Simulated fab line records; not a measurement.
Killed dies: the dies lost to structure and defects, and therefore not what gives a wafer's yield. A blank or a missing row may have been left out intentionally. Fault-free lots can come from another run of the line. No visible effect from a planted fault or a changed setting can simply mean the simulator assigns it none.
Matching of chambers | flow nand harc | rie diel-12 running NHARC_A_SGD_CUT_ETCH_58: 4 sister chambers
The step etches the open film in CF4, target depth 39 nm, time 65 s. 18 wafers are shown with their chamber, then 9 later ones without.

## WAFERS WITH THEIR CHAMBER
wafer  | chamber | drypump motor current A (A) | showerhead plenum p Torr (Torr) | rf vpp V (V)
L076.3 | 0       | 6.8                         | 1.72                            | 150.2
L076.5 | 1       | 6.4                         | 1.86                            | 152.1
L076.6 | 2       | 5.7                         | 1.77                            | 151.5
L077.2 | 1       | 6.4                         | 1.86                            | 154.4
L077.3 | 3       | 6.0                         | 1.74                            | 151.1
L077.5 | 1       | 6.4                         | 1.86                            | 151.1
L079.1 | 3       | 5.9                         | 1.74                            | 150.4
L079.2 | 0       | 6.8                         | 1.72                            | 150.2
L079.4 | 1       | 6.4                         | 1.86                            | 153.1
L082.1 | 0       | 6.8                         | 1.72                            | 151.1
L082.3 | 0       | 6.8                         | 1.72                            | 151.0
L082.5 | 2       | 5.7                         | 1.77                            | 151.5
L084.3 | 0       | 6.8                         | 1.71                            | 151.1
L084.4 | 3       | 6.0                         | 1.74                            | 150.5
L084.5 | 0       | 6.8                         | 1.71                            | 150.0
L085.3 | 1       | 6.4                         | 1.86                            | 152.4
L085.4 | 0       | 6.8                         | 1.71                            | 150.8
L085.5 | 2       | 5.7                         | 1.76                            | 151.0

SIGNATURES (means of the wafers above)
reading                  | chamber 0 | chamber 1 | chamber 2 | chamber 3 | scatter within a chamber
drypump motor current A  | 6.800     | 6.400     | 5.700     | 5.967     | 0.0218
showerhead plenum p Torr | 1.7157    | 1.8600    | 1.7667    | 1.7400    | 0.00412
rf vpp V                 | 150.629   | 152.620   | 151.333   | 150.667   | 0.749
Rule: for each reading, subtract the chamber's mean from the wafer's reading, divide by that reading's scatter and square the result; add these up over the readings and take the root, which gives the wafer's distance from the chamber. The wafer belongs to the nearest chamber; if the next one is less than 2 further off, it can't be placed. How the scatter is found: for the shown wafers, subtract from each reading the mean of its chamber, square and add these, divide the total by (wafers less chambers), then take the root.

## WAFERS WITHOUT THEIR CHAMBER
wafer  | drypump motor current A (A) | showerhead plenum p Torr (Torr) | rf vpp V (V)
L088.3 | 5.7                         | 1.76                            | 149.8
L088.4 | 5.9                         | 1.74                            | 151.9
L088.6 | 6.4                         | 1.86                            | 151.8
L091.1 | 6.0                         | 1.74                            | 151.6
L091.2 | 6.8                         | 1.71                            | 149.4
L091.3 | 5.7                         | 1.76                            | 151.7
L094.1 | 5.7                         | 1.76                            | 150.4
L094.3 | 5.9                         | 1.74                            | 150.1
L094.5 | 5.7                         | 1.76                            | 150.7

## WHICH CHAMBER EACH WENT THROUGH
wafer  | from the rows above | in truth
L088.3 | 2                   | 2
L088.4 | 3                   | 3
L088.6 | 1                   | 1
L091.1 | 3                   | 3
L091.2 | 0                   | 0
L091.3 | 2                   | 2
L094.1 | 2                   | 2
L094.3 | 3                   | 3
L094.5 | 2                   | 2
9 of 9 placed correctly. Number that these rows cannot place: 0. Wrongly placed: 0.
